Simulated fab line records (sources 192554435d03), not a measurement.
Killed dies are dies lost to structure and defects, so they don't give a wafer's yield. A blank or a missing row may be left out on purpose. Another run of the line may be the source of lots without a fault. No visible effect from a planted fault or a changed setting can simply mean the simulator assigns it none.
8D (eight disciplines) problem report, filled in by code ; flow n5 finfet ; the parts of the form that need people (team, actions taken, sign-off) are left out

1. THE PROBLEM
Wafers without a fault read 94.8 nm, standard deviation 1.5; trench depth nm at N5_BEOL_M6_OCD_MEAS_38 reads a mean of 104.5 nm on 6 wafers belonging to 2 lots. That is +6.5 standard deviations from the usual mean.
The first sign was on wafer L354.1 at day 12 20:02, on ocd-02. Wafers with a number at this step in the record: 27, from 9 lots. The rule behind "out" and "out of limits": a value lying over 4 standard deviations away from the usual mean. Any other wafer with a number is counted as sound.

2. WHAT THIS IS AND IS NOT
question;is;is not
which readings at this step;trench depth nm;-
which lots;L354, L358;L338, L344, L345, L350, L351, L356, L359
which wafers of those lots;all that have a number;-
read on which gauges;ocd-02;ocd-01
when;from day 12 20:02;"up to then (15 sound wafers); but 6 sound wafers of L356, L359 came after"

3. WHAT RULES OUT EACH SUSPECT
Counting: any tool at a process step up to the reading is kept as a suspect provided that every lot that is out went through it and no sound lot did after the first of them.
- the gauge at N5_BEOL_M6_OCD_MEAS_38: ruled out. All the wafers that are out were read on ocd-02, but those of them that N5_BEOL_M6_TRENCH_ETCH_37 has rows for are out there too, on other tools.
- rie diel-03 at N5_BEOL_M6_ETCH_66 (etches SOC in N2/H2, target depth 80 nm, overetch 16 nm, time 120 s): kept. It ran every lot that is out, first L354 (day 12 19:41), and no sound lot after that; its last sound lot up to then is L351 (day 12 01:55).
- rie diel-03 at N5_BEOL_M6_TRENCH_ETCH_37 (etches SiCOH lowk in C4F6/O2, target depth 94.435 nm, time 31.5 s): kept. It ran every lot that is out, first L354 (day 12 19:53), and no sound lot after that; its last sound lot up to then is L351 (day 12 02:07). Its own rf fwd power W, rf vpp V readings are out on those wafers.
- rie diel-03 at N5_BEOL_M6_STRIP_80 (strips in N2/H2, time 10 s): kept. It ran every lot that is out, first L354 (day 12 20:02), and no sound lot after that; its last sound lot up to then is L351 (day 12 02:16). Because N5_BEOL_M6_STRIP_80 lacks a start for some lots, the hours and order of its lots are taken from N5_BEOL_M6_OCD_MEAS_38.
After the count, these remain: rie diel-03 at N5_BEOL_M6_ETCH_66, rie diel-03 at N5_BEOL_M6_TRENCH_ETCH_37 and rie diel-03 at N5_BEOL_M6_STRIP_80.

4. THE CAUSE (what the simulator had put in)
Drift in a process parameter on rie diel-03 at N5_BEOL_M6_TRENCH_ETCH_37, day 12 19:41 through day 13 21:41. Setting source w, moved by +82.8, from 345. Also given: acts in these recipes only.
Counting left 3 suspects, and this tool is among them.

5. THE EFFECT CHAIN, in route order
Rows list readings where the struck wafers' mean (over those with a number) sits beyond 3 standard deviations from the usual. Scope: only readings with a usual standard deviation given in the record; hours: median across lots of the time from each lot's start at the first step in this table that gives one to its start at this step; sigmas: change in usual standard deviations.
hours;step;reading;usual;on struck wafers;change;sigmas
0;N5_BEOL_M6_TRENCH_ETCH_37;oes_f_703_au;0.80 a.u.;1.03;+0.23;+3.1
0;N5_BEOL_M6_TRENCH_ETCH_37;rf fwd power W;340.5 W;424.6;+84.1;+56
0;N5_BEOL_M6_TRENCH_ETCH_37;rf vpp V;667 V;602;-65;-5.4
0;N5_BEOL_M6_OCD_MEAS_38;trench depth nm;94.8 nm;104.5;+9.8;+6.5
3;N5_BEOL_M6_THK_MEAS_53;M6_THK;79.7 nm;89.6;+9.9;+5.0
3;N5_BEOL_M6_RS_MEAS_57;M6_RS;0.285 ohm/sq;0.247;-0.038;-4.6
The process steps in it:
- N5_BEOL_M6_TRENCH_ETCH_37: etches SiCOH lowk in C4F6/O2, target depth 94.435 nm, time 31.5 s.

6. HOW IT WOULD HAVE BEEN CAUGHT EARLIER
0 hours passed between the start of the fault at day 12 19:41 and the first reading out of limits at a measuring or inspecting step in this record, taken at day 12 20:02.
Tool's own readings at N5_BEOL_M6_TRENCH_ETCH_37, rf fwd power W, rf vpp V: out on all struck wafers the step has rows for; an alarm limit on them would have tripped on the first.
Lots out: 2; of these, L358 started N5_BEOL_M6_TRENCH_ETCH_37 on rie diel-03 after day 12 20:02. A hold on the tool at that time would have spared it.
